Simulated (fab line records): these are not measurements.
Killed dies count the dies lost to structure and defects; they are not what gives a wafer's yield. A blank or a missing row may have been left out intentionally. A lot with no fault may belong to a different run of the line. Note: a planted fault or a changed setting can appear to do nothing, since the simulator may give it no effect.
fab line records	flow nand_harc	part 1 of 2: steps 1 to 29 of 37
record: lots: 5	wafers: 15	last_day: 31
route steps=1302 shown P_GATE@210 P_CONTACT@217
lots with no fault: from the same line, run without faults
start_h: hours from the record's first day to the start of the lot's first wafer shown	wait_h: hours from the lot's prior step to this one	" the same as in the row above	L1.1+2: several wafers, shown together as one row	- no value, or no start given	* or withheld: withheld	< > ~ a bound
route shown NAME@n: NAME is a module with steps in the file, n the number in the route of the first one	usual: mean/standard deviation taken from wafers without a fault	same: alike in all rows	chamber/n: place in a boat	sites: each site's reading	_std_site: standard deviation across them	_edge_site: mean of outer sites minus mean of inner sites	radius_mm: for every site, how far away it sits from the centre of the wafer	mask NAME#n: copy n	behind: the most recent tool/chamber to have shaped the wafer	hold: cause of the lot's hold/its duration in hours/its outcome	device: names the non-switching transistor (n, p or np)	end of line: the route-end tests of the same wafers	where a step has no rows: the recipe by itself	killed: the dies lost at the first sort to structure and to defects; this is not the yield of the wafer	map: the dies of a wafer, with x for killed, . for not killed, _ for no die there
set.NAME: the setting as run; set.NAME@STEP: as run at that earlier step	model.NAME: the simulator's own value behind a step, which no gauge read
lots at selected steps of the route; one table per step, one row per wafer
services: the hour from which a tool's chamber was out of use, counted from the record's first day as start_h (under 0 if before that day), plus the number of hours and why
== steps ==
step: NHARC_P_GATE_PRE_CLEAN_110
recipe: time_s: 30	bias_v: 200	gas: Ar
same: time_s: 30
lot.wafer	tool	chamber	start_h	wait_h
L076.3+1+5	pvd_sputter-03	-	-	-
L080.3+6+5	pvd_sputter-02	-	-	-
L082.1+3+5	pvd_sputter-03	-	-	-
L090.2+1+5	pvd_sputter-01	-	-	-
L094.3+4+5	pvd_sputter-03	-	-	-
step: NHARC_P_GATE_SPUTTER_78
recipe: target_thk_a: 100	material: Ni
lot.wafer	tool	chamber	start_h	wait_h
L076.1+3+5	pvd_sputter-03	-	-	-
L080.3+5+6	pvd_sputter-02	-	-	-
L082.3+1+5	pvd_sputter-03	-	-	-
L090.2+1+5	pvd_sputter-01	-	-	-
L094.3+4+5	pvd_sputter-03	-	-	-
step: NHARC_P_GATE_SPUTTER_79
recipe: target_thk_a: 100	material: TiN
lot.wafer	tool	chamber	start_h	wait_h
L076.3+1+5	pvd_sputter-03	-	-	-
L080.3+6+5	pvd_sputter-02	-	-	-
L082.3+1+5	pvd_sputter-03	-	-	-
L090.1+2+5	pvd_sputter-01	-	-	-
L094.3+4+5	pvd_sputter-03	-	-	-
step: NHARC_P_GATE_RTA_80
recipe: temp_c: 300	time_s: 30
usual: wafer_temp_C_max: 300.71/0.23
same: time_s: 30
lot.wafer	tool	chamber	start_h	wait_h	wafer_temp_C_max
L076.1	rtp_anneal-02	0	131.67	-	300.45
L076.3	"	0	"	"	300.80
L076.5	"	0	"	"	300.90
L080.3	rtp_anneal-01	0	175.98	-	300.48
L080.5	"	0	"	"	300.58
L080.6	"	0	"	"	300.75
L082.1	rtp_anneal-01	0	191.31	-	301.18
L082.3	"	0	"	"	300.75
L082.5	"	0	"	"	300.91
L090.1	rtp_anneal-02	0	277.67	-	300.66
L090.2	"	0	"	"	300.57
L090.5	"	0	"	"	300.61
L094.3	rtp_anneal-01	0	313.48	-	300.72
L094.4	"	0	"	"	300.16
L094.5	"	0	"	"	300.62
step: NHARC_P_GATE_STRIP_67
recipe: time_s: 600	temp_c: 130	chemistry: SPM
usual: bath_heat_duty_pct: 15.1/1.6
same: time_s: 600
lot.wafer	tool	chamber	start_h	wait_h	bath_heat_duty_pct
L076.1	wet_bench-07	0	132.05	0.3	15.8
L076.5	"	2	"	"	16.9
L076.3	"	4	"	"	15.1
L080.6	wet_bench-03	2	176.13	0.0	17.7
L080.3	"	3	"	"	12.7
L080.5	"	4	"	"	12.0
L082.3	wet_bench-09	4	191.52	0.1	17.5
L082.5	"	6	"	"	14.4
L082.1	"	7	"	"	16.1
L090.1	wet_bench-07	3	277.90	0.2	14.7
L090.2	"	5	"	"	17.2
L090.5	"	6	"	"	14.9
L094.4	wet_bench-07	4	313.62	0.1	14.3
L094.3	"	5	"	"	17.5
L094.5	"	0	"	"	15.2
step: NHARC_P_GATE_RTA_82
recipe: temp_c: 450	time_s: 30
usual: lamp_power_pct: 3.99/0.23	wafer_temp_C_max: 451.07/0.29
same: time_s: 30
lot.wafer	tool	chamber	start_h	wait_h	lamp_power_pct	wafer_temp_C_max
L076.1	rtp_anneal-01	0	132.30	-	3.87	450.78
L076.3	"	0	"	"	3.87	451.18
L076.5	"	0	"	"	3.88	451.11
L080.3	rtp_anneal-02	0	176.44	-	4.44	451.00
L080.5	"	0	"	"	4.43	451.29
L080.6	"	0	"	"	4.44	451.20
L082.1	rtp_anneal-02	0	191.78	-	4.44	451.18
L082.3	"	0	"	"	4.44	451.69
L082.5	"	0	"	"	4.44	451.62
L090.1	rtp_anneal-01	0	278.16	-	3.86	451.15
L090.2	"	0	"	"	3.87	450.76
L090.5	"	0	"	"	3.87	450.82
L094.3	rtp_anneal-01	0	313.94	-	3.87	451.20
L094.4	"	0	"	"	3.87	450.63
L094.5	"	0	"	"	3.87	451.32
step: NHARC_P_GATE_INSPECT_68
usual: raw_defect_count: 211/87
lot.wafer	tool	chamber	start_h	wait_h	raw_defect_count
L076.1	defect_inspect-01	-	132.50	0.2	352
L076.3	"	-	"	"	259
L076.5	"	-	"	"	315
L080.3	defect_inspect-02	-	176.58	0.1	163
L080.5	"	-	"	"	221
L080.6	"	-	"	"	135
L082.1	defect_inspect-01	-	191.97	0.2	105
L082.3	"	-	"	"	175
L082.5	"	-	"	"	174
L090.1	defect_inspect-01	-	278.35	0.2	161
L090.2	"	-	"	"	281
L090.5	"	-	"	"	182
L094.3	defect_inspect-01	-	314.08	0.1	146
L094.4	"	-	"	"	228
L094.5	"	-	"	"	193
step: NHARC_P_CONTACT_DEP_30
recipe: target_thk_a: 300	temp_c: 400	target_thk_nm: 30	flow_sccm: 200	rf_w: 450	material: SiNx
usual: heater_power_w: 712/88
lot.wafer	tool	chamber	start_h	wait_h	heater_power_w
L076.1	pecvd-03	0	132.60	0.1	660
L076.3	"	1	"	"	820
L076.5	"	2	"	"	683
L080.3	pecvd-02	1	176.72	0.1	566
L080.5	"	0	"	"	664
L080.6	"	1	"	"	554
L082.3	pecvd-02	2	192.04	0.1	701
L082.1	"	0	"	"	593
L082.5	"	2	"	"	704
L090.1	pecvd-03	2	278.46	0.1	710
L090.2	"	0	"	"	713
L090.5	"	2	"	"	753
L094.3	pecvd-03	1	314.35	0.3	870
L094.4	"	2	"	"	786
L094.5	"	1	"	"	887
step: NHARC_P_CONTACT_DEP_00
recipe: target_thk_a: 5000	temp_c: 400	pressure_torr: 6.5	rf_w: 900	teos_flow_sccm: 161.4	flow_sccm: 2650	target_thk_nm: 500	gas: O2	material: SiO2
usual: heater_power_w: 547/91	throttle_valve_pct: 16.1/0.48
lot.wafer	tool	chamber	start_h	wait_h	heater_power_w	throttle_valve_pct
L076.1	pecvd-03	0	-	-	508	16.6
L076.3	"	1	"	"	628	15.4
L076.5	"	2	"	"	654	16.5
L080.3	pecvd-02	1	-	-	399	15.2
L080.5	"	0	"	"	420	15.6
L080.6	"	1	"	"	450	15.4
L082.3	pecvd-02	2	-	-	599	15.9
L082.1	"	0	"	"	515	15.8
L082.5	"	2	"	"	597	16.2
L090.1	pecvd-03	2	-	-	505	16.3
L090.2	"	0	"	"	584	16.9
L090.5	"	2	"	"	543	16.4
L094.3	pecvd-03	1	-	-	743	16.0
L094.4	"	2	"	"	561	16.4
L094.5	"	1	"	"	556	15.9
step: NHARC_P_CONTACT_CMP_01
recipe: target_thk_nm: 200	material: SiO2
usual: motor_current_A: 12.0/1.3
lot.wafer	tool	chamber	start_h	wait_h	motor_current_A
L076.1	cmp-01	0	133.28	-	14.5
L076.3	"	1	"	"	9.8
L076.5	"	1	"	"	10.3
L080.3	cmp-01	1	177.36	-	10.3
L080.6	"	1	"	"	9.6
L080.5	"	2	"	"	12.5
L082.3	cmp-03	3	192.77	-	12.9
L082.1	"	1	"	"	13.3
L082.5	"	3	"	"	12.4
L090.1	cmp-01	0	279.16	-	14.0
L090.2	"	1	"	"	10.4
L090.5	"	3	"	"	11.3
L094.3	cmp-04	2	315.00	-	10.5
L094.4	"	0	"	"	10.0
L094.5	"	3	"	"	11.9
step: NHARC_P_CONTACT_SRD_03
lot.wafer	tool	chamber	start_h	wait_h
L076.1+3+5	wet_bench-02	4,5,6	133.58	0.0
L080.3+6+5	wet_bench-01	0,1,4	177.66	0.0
L082.1+3+5	wet_bench-04	7,0,2	193.05	0.0
L090.1+2+5	wet_bench-04	3,4,5	279.44	0.0
L094.4+5+3	wet_bench-01	4,6,7	315.30	0.0
step: NHARC_P_CONTACT_DEHYDRATE_04
recipe: temp_c: 150	time_s: 120
same: time_s: 120
lot.wafer	tool	chamber	start_h	wait_h
L076.1+3+5	litho_track-04	0	133.66	0.1
L080.3+5+6	litho_track-04	0	177.74	0.1
L082.1+3+5	litho_track-06	0	193.12	0.1
L090.1+2+5	litho_track-01	0	279.51	0.1
L094.3+4+5	litho_track-04	0	315.37	0.1
step: NHARC_P_CONTACT_HMDS_05
recipe: time_s: 30
same: time_s: 30
lot.wafer	tool	chamber	start_h	wait_h
L076.1+3+5	litho_track-04	0	-	-
L080.3+5+6	litho_track-04	0	-	-
L082.1+3+5	litho_track-06	0	-	-
L090.1+2+5	litho_track-01	0	-	-
L094.3+4+5	litho_track-04	0	-	-
step: NHARC_P_CONTACT_COAT_33
recipe: temp_c: 260	time_s: 75
same: time_s: 75
lot.wafer	tool	chamber	start_h	wait_h
L076.1+3+5	litho_track-04	0	-	-
L080.3+5+6	litho_track-04	0	-	-
L082.1+3+5	litho_track-06	0	-	-
L090.1+2+5	litho_track-01	0	-	-
L094.3+4+5	litho_track-04	0	-	-
step: NHARC_P_CONTACT_COAT_34
recipe: temp_c: 225	time_s: 65
same: time_s: 65
lot.wafer	tool	chamber	start_h	wait_h
L076.1+3+5	litho_track-04	0	-	-
L080.3+5+6	litho_track-04	0	-	-
L082.1+3+5	litho_track-06	0	-	-
L090.1+2+5	litho_track-01	0	-	-
L094.3+4+5	litho_track-04	0	-	-
step: NHARC_P_CONTACT_COAT_06
recipe: spin_rpm: 1500	resist_thk_nm: 90
lot.wafer	tool	chamber	start_h	wait_h
L076.1+3+5	litho_track-04	0	-	-
L080.3+5+6	litho_track-04	0	-	-
L082.1+3+5	litho_track-06	0	-	-
L090.1+2+5	litho_track-01	0	-	-
L094.3+4+5	litho_track-04	0	-	-
step: NHARC_P_CONTACT_SOFTBAKE_07
recipe: temp_c: 105	time_s: 55
same: time_s: 55
lot.wafer	tool	chamber	start_h	wait_h
L076.1+3+5	litho_track-04	0	-	-
L080.3+5+6	litho_track-04	0	-	-
L082.1+3+5	litho_track-06	0	-	-
L090.1+2+5	litho_track-01	0	-	-
L094.3+4+5	litho_track-04	0	-	-
step: NHARC_P_CONTACT_EBR_08
lot.wafer	tool	chamber	start_h	wait_h
L076.1+3+5	litho_track-04	0	-	-
L080.3+5+6	litho_track-04	0	-	-
L082.1+3+5	litho_track-06	0	-	-
L090.1+2+5	litho_track-01	0	-	-
L094.3+4+5	litho_track-04	0	-	-
step: NHARC_P_CONTACT_EXPOSE_09
recipe: na: 1.35	target_cd_nm: 90	dose_mj: 81.26	mask_id: P_CA
lot.wafer	tool	chamber	start_h	wait_h	mask
L076.1+3+5	arfi_scanner-03	0	133.84	-	P_CA#0
L080.3+5+6	arfi_scanner-02	0	178.06	-	P_CA#0
L082.1+3+5	arfi_scanner-02	0	193.31	-	P_CA#0
L090.1+2+5	arfi_scanner-03	0	279.82	-	P_CA#0
L094.3+4+5	arfi_scanner-03	0	315.69	-	P_CA#0
step: NHARC_P_CONTACT_PEB_10
recipe: peb_temp_c: 100	peb_time_s: 65
lot.wafer	tool	chamber	start_h	wait_h
L076.1+3+5	litho_track-01	0	133.90	0.1
L080.3+5+6	litho_track-06	0	178.11	0.0
L082.1+3+5	litho_track-04	0	193.37	0.1
L090.1+2+5	litho_track-06	0	279.88	0.1
L094.3+4+5	litho_track-01	0	315.74	0.0
step: NHARC_P_CONTACT_DEVELOP_11
recipe: develop_time_s: 35	dev_temp_c: 23
lot.wafer	tool	chamber	start_h	wait_h
L076.1+3+5	litho_track-01	0	-	-
L080.3+5+6	litho_track-06	0	-	-
L082.1+3+5	litho_track-04	0	-	-
L090.1+2+5	litho_track-06	0	-	-
L094.3+4+5	litho_track-01	0	-	-
step: NHARC_P_CONTACT_CD_MEAS_12
recipe: target_cd_nm: 90	landing_energy_ev: 500
usual: cd_nm: 90.0/0.53
same: landing_energy_ev: 500
lot.wafer	tool	chamber	start_h	wait_h	cd_nm
L076.1	cd_sem-01	0	133.98	-	89.9
L076.3	"	0	"	"	90.1
L076.5	"	0	"	"	89.7
L080.3	cd_sem-02	0	178.19	-	90.0
L080.5	"	0	"	"	90.0
L080.6	"	0	"	"	90.2
L082.1	cd_sem-01	0	193.45	-	89.7
L082.3	"	0	"	"	90.2
L082.5	"	0	"	"	89.4
L090.1	cd_sem-01	0	279.96	-	89.6
L090.2	"	0	"	"	89.4
L090.5	"	0	"	"	89.6
L094.3	cd_sem-01	0	315.83	-	90.7
L094.4	"	0	"	"	90.5
L094.5	"	0	"	"	90.5
step: NHARC_P_CONTACT_OVL_MEAS_13
usual: overlay_x_nm: 0.0/0.98	overlay_y_nm: -0.2/0.77
lot.wafer	tool	chamber	start_h	wait_h	overlay_x_nm	overlay_y_nm
L076.1	overlay-01	-	134.07	-	1.0	-0.2
L076.3	"	-	"	"	1.3	-0.7
L076.5	"	-	"	"	0.3	-1.1
L080.3	overlay-02	-	178.28	-	-0.8	-0.3
L080.5	"	-	"	"	-0.9	-1.1
L080.6	"	-	"	"	-0.2	-0.7
L082.1	overlay-01	-	193.54	-	0.4	0.1
L082.3	"	-	"	"	0.0	-0.1
L082.5	"	-	"	"	0.1	-0.2
L090.1	overlay-02	-	280.05	-	0.0	0.0
L090.2	"	-	"	"	-0.6	0.1
L090.5	"	-	"	"	-0.5	-0.3
L094.3	overlay-02	-	315.92	-	-1.2	0.3
L094.4	"	-	"	"	-1.3	0.5
L094.5	"	-	"	"	-0.9	-0.3
step: NHARC_P_CONTACT_INSPECT_14
usual: raw_defect_count: 4.1/2.3
lot.wafer	tool	chamber	start_h	wait_h	raw_defect_count
L076.1	defect_inspect-01	-	134.11	0.0	2
L076.3	"	-	"	"	4
L076.5	"	-	"	"	2
L080.3	defect_inspect-01	-	178.31	0.0	0
L080.5	"	-	"	"	7
L080.6	"	-	"	"	2
L082.1	defect_inspect-01	-	193.58	0.0	14
L082.3	"	-	"	"	7
L082.5	"	-	"	"	10
L090.1	defect_inspect-01	-	280.08	0.0	4
L090.2	"	-	"	"	3
L090.5	"	-	"	"	3
L094.3	defect_inspect-01	-	315.96	0.0	6
L094.4	"	-	"	"	1
L094.5	"	-	"	"	3
step: NHARC_P_CONTACT_DESCUM_17
recipe: time_s: 3	o2_flow_sccm: 200	ar_flow_sccm: 0	bias_power_w: 0	chemistry: O2
usual: drypump_motor_current_A: 5.8/0.42	mfc_ar_sccm: 0.006/0.0096	oes_product_au: 1.000/0.0074	rf_vpp_V: 58.0/0.91	showerhead_plenum_p_Torr: 1.95/0.071	throttle_valve_pct: 11.311/0.0096
same: time_s: 3
lot.wafer	tool	chamber	start_h	wait_h	drypump_motor_current_A	mfc_ar_sccm	oes_product_au	rf_hours_counter_h	rf_vpp_V	showerhead_plenum_p_Torr	throttle_valve_pct
L076.1	rie_diel-02	0	134.18	0.1	6.4	0	0.982	4.7	57.4	1.89	11.315
L076.3	"	1	"	"	6.0	0.004	1.000	5.2	57.7	1.98	11.300
L076.5	"	0	"	"	6.4	0	0.991	-	58.5	1.89	11.301
L080.3	rie_diel-02	1	178.39	0.1	6.1	0.004	0.989	7.6	59.1	1.97	11.313
L080.5	"	3	"	"	6.0	0.025	0.992	-	57.8	2.01	11.315
L080.6	"	0	"	"	6.4	0	0.993	-	57.5	1.89	11.315
L082.3	rie_diel-10	0	193.64	0.1	5.6	0.024	0.994	3.0	59.4	2.01	11.295
L082.1	"	3	"	"	5.8	0	0.996	3.1	58.8	1.94	11.302
L082.5	"	0	"	"	5.6	0.024	1.003	-	57.1	2.01	11.321
L090.1	rie_diel-11	2	280.15	0.1	5.5	0	0.993	0.1	57.9	2.06	11.320
L090.2	"	0	"	"	5.8	0	0.992	0.1	58.0	1.93	11.295
L090.5	"	2	"	"	5.6	0	0.988	-	59.1	2.06	11.313
L094.3	rie_diel-11	2	316.02	0.1	5.6	0	1.010	1.0	58.7	2.06	11.312
L094.4	"	0	"	"	5.8	0	0.994	0.8	58.3	1.92	11.308
L094.5	"	2	"	"	5.6	0	0.995	-	58.9	2.06	11.308
step: NHARC_P_CONTACT_ETCH_35
recipe: target_depth_a: 390	over_etch_frac: 0.3	time_s: 65	ion_energy_ev: 80	cf4_flow_sccm: 150	ar_flow_sccm: 0	rf_w: 300	bias_w: 100	chemistry: CF4
usual: drypump_motor_current_A: 5.9/0.43	mfc_ar_sccm: 0.006/0.0095	oes_product_au: 0.998/0.0066	rf_vpp_V: 151.6/1.1	showerhead_plenum_p_Torr: 1.80/0.059	throttle_valve_pct: 13.284/0.0095
same: time_s: 65
lot.wafer	tool	chamber	start_h	wait_h	drypump_motor_current_A	mfc_ar_sccm	oes_product_au	rf_hours_counter_h	rf_vpp_V	showerhead_plenum_p_Torr	throttle_valve_pct
L076.1	rie_diel-02	2	134.26	0.1	5.5	0	1.000	3.7	151.0	1.78	13.285
L076.3	"	3	"	"	6.0	0.025	0.987	5.4	153.4	1.85	13.294
L076.5	"	1	"	"	6.0	0.004	1.001	-	151.6	1.82	13.281
L080.3	rie_diel-02	3	178.46	0.1	6.0	0.025	1.001	7.8	152.9	1.85	13.291
L080.6	"	3	"	"	6.0	0.025	1.004	-	152.4	1.85	13.273
L080.5	"	0	"	"	6.4	0	0.996	-	151.9	1.75	13.284
L082.1	rie_diel-10	3	193.75	0.1	5.8	0	0.994	3.1	151.1	1.79	13.273
L082.3	"	0	"	"	5.6	0.024	1.006	3.0	153.2	1.85	13.293
L082.5	"	3	"	"	5.8	0	0.995	-	152.3	1.79	13.282
L090.1	rie_diel-11	2	280.24	0.1	5.6	0	0.998	0.1	153.7	1.89	13.274
L090.2	"	3	"	"	5.1	0.004	0.988	0.2	151.7	1.79	13.282
L090.5	"	1	"	"	6.3	0	0.996	-	151.0	1.66	13.273
L094.3	rie_diel-11	1	316.12	0.1	6.2	0	1.002	0.8	149.2	1.66	13.283
L094.4	"	2	"	"	5.6	0	0.989	1.0	152.0	1.89	13.272
L094.5	"	0	"	"	5.8	0	0.992	-	152.2	1.78	13.292
step: NHARC_P_CONTACT_ETCH_36
recipe: target_depth_a: 2600	over_etch_frac: 0.25	time_s: 406.25	ion_energy_ev: 200	n2_flow_sccm: 150	h2_flow_sccm: 150	ar_flow_sccm: 0	rf_w: 400	bias_w: 150	chemistry: N2/H2
usual: drypump_motor_current_A: 5.8/0.45	mfc_ar_sccm: 0.006/0.0091	oes_product_au: 0.999/0.0074	rf_vpp_V: 431.8/2.3	showerhead_plenum_p_Torr: 2.08/0.073	throttle_valve_pct: 14.172/0.009
same: time_s: 406.25
lot.wafer	tool	chamber	start_h	wait_h	drypump_motor_current_A	mfc_ar_sccm	oes_product_au	rf_hours_counter_h	rf_vpp_V	showerhead_plenum_p_Torr	throttle_valve_pct
L076.3	rie_diel-02	0	-	-	6.5	0	0.996	4.8	429.6	2.02	14.173
L076.1	"	2	"	"	5.5	0	1.001	3.8	432.5	2.05	14.163
L076.5	"	0	"	"	6.5	0	0.996	-	427.3	2.02	14.176
L080.3	rie_diel-02	0	-	-	6.5	0	1.000	7.2	428.5	2.02	14.163
L080.6	"	2	"	"	5.5	0	1.001	-	429.9	2.05	14.183
L080.5	"	3	"	"	6.0	0.025	0.994	-	434.0	2.15	14.179
L082.1	rie_diel-10	0	-	-	5.6	0.024	0.988	3.1	433.8	2.14	14.177
L082.3	"	1	"	"	6.4	0	0.988	2.7	433.4	2.13	14.165
L082.5	"	1	"	"	6.4	0	0.993	-	435.0	2.13	14.179
L090.1	rie_diel-11	3	-	-	5.1	0.004	1.004	0.2	431.8	2.06	14.170
L090.2	"	1	"	"	6.2	0	1.001	0.2	426.2	1.90	14.180
L090.5	"	2	"	"	5.6	0	0.999	-	434.1	2.20	14.161
L094.4	rie_diel-11	3	-	-	5.0	0.004	0.992	1.1	430.4	2.06	14.195
L094.3	"	0	"	"	5.8	0	0.996	0.9	430.4	2.05	14.152
L094.5	"	2	"	"	5.6	0	1.001	-	434.5	2.20	14.168
step: NHARC_P_CONTACT_ETCH_18
recipe: target_depth_a: 4810	time_s: 240.5	c4f8_flow_sccm: 20	o2_flow_sccm: 10	ar_flow_sccm: withheld	rf_w: 600	bias_w: 1500	chemistry: C4F8/O2/Ar
usual: oes_product_au: 0.959/0.015	rf_vpp_V: 981/4.5
same: time_s: 240.5
lot.wafer	tool	chamber	start_h	wait_h	oes_product_au	rf_hours_counter_h	rf_vpp_V
L076.3	rie_diel-02	1	-	-	0.971	5.5	984
L076.1	"	3	"	"	0.948	5.5	985
L076.5	"	1	"	"	0.974	-	983
L080.3	rie_diel-02	2	-	-	0.956	6.5	979
L080.6	"	3	"	"	0.940	-	983
L080.5	"	0	"	"	0.942	-	977
L082.1	rie_diel-10	0	-	-	0.959	3.3	985
L082.3	"	1	"	"	0.966	2.9	985
L082.5	"	0	"	"	0.958	-	985
L090.1	rie_diel-11	2	-	-	0.967	0.4	987
L090.2	"	1	"	"	0.963	0.3	970
L090.5	"	3	"	"	0.972	-	982
L094.4	rie_diel-11	1	-	-	0.929	0.9	969
L094.3	"	2	"	"	0.929	1.3	987
L094.5	"	3	"	"	0.926	-	979
step: NHARC_P_CONTACT_STRIP_37
recipe: c4f8_flow_sccm: withheld	o2_flow_sccm: 8	ar_flow_sccm: withheld	bias_w: 0	chemistry: C4F8/O2/Ar
lot.wafer	tool	chamber	start_h	wait_h
L076.1+3+5	rie_diel-02	2,1,3	-	-
L080.3+5+6	rie_diel-02	0,0,1	-	-
L082.1+3+5	rie_diel-10	3,1,1	-	-
L090.1+2+5	rie_diel-11	2,0,3	-	-
L094.4+3+5	rie_diel-11	3,0,1	-	-
